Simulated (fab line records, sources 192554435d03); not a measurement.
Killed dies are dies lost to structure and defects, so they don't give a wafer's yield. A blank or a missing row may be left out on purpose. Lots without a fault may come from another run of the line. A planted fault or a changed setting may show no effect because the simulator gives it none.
Split-lot experiment | flow n5_finfet | 7 lots, 21 wafers read, on a route of 1938 steps

THE SPLIT
At N5_BEOL_M8_DESCUM_33 (chemistry O2, time 7 s), the setting time_s was moved away from the recipe's 7 s on 6 of the 21 wafers read, by -18.5% to +12.0%. The other wafers ran this setting at the recipe's value.

The file shows no step between the split and the reading.

THE READING
CAR-EUV_of_BEOL_M8_COAT_22.thk_nm (the simulator's own value, which no gauge read), in nm, at N5_BEOL_M8_ETCH_72 (etches underlayer in N2/H2, target depth 6.5 nm, time 5.2 s). The file gives no usual value for it. The 15 wafers here that ran the recipe average 20.4 nm, standard deviation 0.1 nm.

wafer  | tool, chamber at the split | time_s as run, s | against the recipe | CAR-EUV_of_BEOL_M8_COAT_22.thk_nm, nm | against lot-mates on the recipe
L075.1 | rie_diel-02, 3,0,0         | 7                | recipe             | 20.4                                  | -
L075.4 | rie_diel-02, 3,0,0         | 7                | recipe             | 20.4                                  | -
L075.6 | rie_diel-02, 3,0,0         | 7                | recipe             | 20.4                                  | -
L077.2 | rie_diel-01, 0,3,1         | 7                | recipe             | 20.2                                  | -
L077.4 | rie_diel-01, 0,3,1         | 7                | recipe             | 20.2                                  | -
L077.3 | rie_diel-01, 0,3,1         | 7                | recipe             | 20.4                                  | -
L076.1 | rie_diel-01, 2             | 7                | recipe             | 20.4                                  | -
L076.4 | rie_diel-01, 1             | 7                | recipe             | 20.4                                  | -
L076.6 | rie_diel-01, 1             | 7                | recipe             | 20.4                                  | -
L078.1 | rie_diel-02, 3             | 7                | recipe             | 20.2                                  | -
L078.4 | rie_diel-02, 0,3           | 7.647            | +9.2%              | 19.8                                  | -0.4
L078.6 | rie_diel-02, 0,3           | 7.647            | +9.2%              | 20                                    | -0.2
L080.1 | rie_diel-02, 1,2           | 7                | recipe             | 20.4                                  | -
L080.4 | rie_diel-02, 1,2           | 7                | recipe             | 20.4                                  | -
L080.6 | rie_diel-02, 1             | 7                | recipe             | 20.4                                  | -
L079.1 | rie_diel-06, 3,1           | 7                | recipe             | 20.6                                  | -
L079.3 | rie_diel-06, 3,1           | 7                | recipe             | 20.4                                  | -
L079.4 | rie_diel-06, 0             | 7.841            | +12.0%             | 20                                    | -0.5
L094.4 | rie_diel-01, 3,2,3         | 5.704            | -18.5%             | 21                                    | no lot-mate on the recipe
L094.5 | rie_diel-01, 3,2,3         | 5.704            | -18.5%             | 21                                    | no lot-mate on the recipe
L094.6 | rie_diel-01, 3,2,3         | 5.704            | -18.5%             | 21                                    | no lot-mate on the recipe
Where a row lists several chambers, the file gives one row for several wafers and doesn't say which wafer went through which chamber.

THE FIT
A straight line over all 21 wafers: CAR-EUV_of_BEOL_M8_COAT_22.thk_nm changes by -0.0361 nm for each +1% of time_s; r = -0.94; the points scatter about the line by 0.11 nm.
The same after taking each lot's own level away (the mean of its wafers on the recipe; 18 wafers): -0.0368 nm for each +1%; r = -0.91; scatter 0.068 nm.
On that fit, the largest move of time_s shifts the reading by 0.68 nm.
The lots' own levels span 20.20 to 20.50 nm, that is 3.0 times the standard deviation above.
So the lot-to-lot level changes the slope little: the two slopes agree.
Check: with one of the wafers moved furthest among these (+12.0%) left out of the fit, the line predicts -0.39 nm for it against its lot-mates. It came out at -0.5 nm against them.

THE WHOLE CHAIN: every reading that the file lists as answering this split, in the file's order
step                 | what it does                                                | reading                                                                            | change (the file's fit)                | r (the file's)
N5_BEOL_M8_DESCUM_33 | chemistry O2, time 7 s                                      | CAR-EUV_of_BEOL_M8_COAT_22.thk_nm (the simulator's own value, which no gauge read) | -0.037 nm for each +1% of the setting  | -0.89
N5_BEOL_M8_ETCH_72   | etches underlayer in N2/H2, target depth 6.5 nm, time 5.2 s | CAR-EUV_of_BEOL_M8_COAT_22.thk_nm (the simulator's own value, which no gauge read) | -0.0382 nm for each +1% of the setting | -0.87

THE FILE'S OWN FIT
CAR-EUV_of_BEOL_M8_COAT_22.thk_nm changes by -0.0382 nm for each +1% of time_s, r = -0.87.
